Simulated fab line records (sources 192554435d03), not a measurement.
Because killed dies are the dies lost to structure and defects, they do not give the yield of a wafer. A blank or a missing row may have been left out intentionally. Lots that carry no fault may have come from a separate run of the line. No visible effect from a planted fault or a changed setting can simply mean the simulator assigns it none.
Split-lot experiment ; flow n5_finfet ; route with 1938 steps; 7 lots, 21 wafers read

## THE SPLIT ITSELF
At N5_PASSIVATION_ETCH_15 (etches SiCN in CF4/N2, target depth 75 nm, time 81.2 s), the setting bias_w was moved away from the recipe's 70 W on 9 of the 21 wafers read, by -13.3% to +17.8%. The other wafers ran this setting at the recipe's value.

Reading taken at the split's own step.

## THE READING
rf_vpp_V, in V, at N5_PASSIVATION_ETCH_15 (etches SiCN in CF4/N2, target depth 75 nm, time 81.2 s). A value of 383.0 V with a standard deviation of 2.2 V is what fault-free wafers of this fab line usually give.

wafer;tool, chamber at the split;bias_w as run, W;against the recipe;rf_vpp_V, V;against lot-mates on the recipe
L077.2;rie_diel-02, 0;76.84;+9.8%;408.8;no lot-mate on the recipe
L077.4;rie_diel-02, 3;76.84;+9.8%;407.1;no lot-mate on the recipe
L077.6;rie_diel-02, 1;76.84;+9.8%;408.7;no lot-mate on the recipe
L081.2;rie_diel-06, 2;70;recipe;385.5;-
L081.5;rie_diel-06, 0;70;recipe;379.2;-
L081.6;rie_diel-06, 3;70;recipe;384.1;-
L082.4;rie_diel-02, 2;70;recipe;380.7;-
L082.5;rie_diel-02, 0;70;recipe;384.1;-
L082.6;rie_diel-02, 1;70;recipe;383.8;-
L087.1;rie_diel-02, 2;81.96;+17.1%;421.5;+36.8
L087.4;rie_diel-02, 0;70;recipe;384.9;-
L087.6;rie_diel-02, 0;70;recipe;384.5;-
L086.1;rie_diel-04, 1;82.44;+17.8%;422.6;+41.5
L086.3;rie_diel-04, 3;70;recipe;383.1;-
L086.6;rie_diel-04, 2;70;recipe;379.2;-
L090.2;rie_diel-06, 0;62.59;-10.6%;353.1;-30.7
L090.3;rie_diel-06, 2;70;recipe;383.8;-
L090.6;rie_diel-06, 3;62.59;-10.6%;356.4;-27.4
L095.1;rie_diel-06, 3;60.69;-13.3%;352.4;-27.2
L095.3;rie_diel-06, 1;70;recipe;379.6;-
L095.4;rie_diel-06, 1;60.69;-13.3%;348.9;-30.7

THE FIT
A straight line over all 21 wafers: rf_vpp_V changes by +2.42 V for each +1% of bias_w; r = +0.99; the points scatter about the line by 2.4 V.
The same after taking each lot's own level away (the mean of its wafers on the recipe; 18 wafers): +2.32 V for each +1%; r = +0.99; scatter 2.5 V.
That fit puts the effect of the largest move of bias_w on the reading at 41 V.
Across the lots, their own levels run from 379.60 to 384.70 V, a range of 2.3 times the standard deviation given above.
Hence the lot-to-lot level has little effect on the slope; both slopes agree.
Check: for one of the wafers moved furthest among these (+17.8%), held out of the fit, the line's prediction against its lot-mates is +40.3 V. Against them it came out at +41.5 V.
Tool readings at the split's step, against how far the setting was moved: rf_vpp_V r = +0.99.

## OTHER SPLITS APPLIED TO THESE WAFERS
Other splits were also applied to these wafers ahead of the reading. Each is held against what the fit with the lots' levels taken away leaves over:
other split on the same wafers;wafers away from the commonest value;r with rf_vpp_V (lot level and that fit taken away)
N5_BEOL_M14_TRENCH_ETCH_34 time_s;6;+0.59
N5_MIM_TOP_ETCH_PECVD_03 time_s;4;-0.50
N5_MIM_BOT_LITHO_DEVELOP_07 develop_time_s;10;+0.22

## THE FILE'S OWN FIT
rf_vpp_V changes by +2.29 V for each +1% of bias_w, r = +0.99.
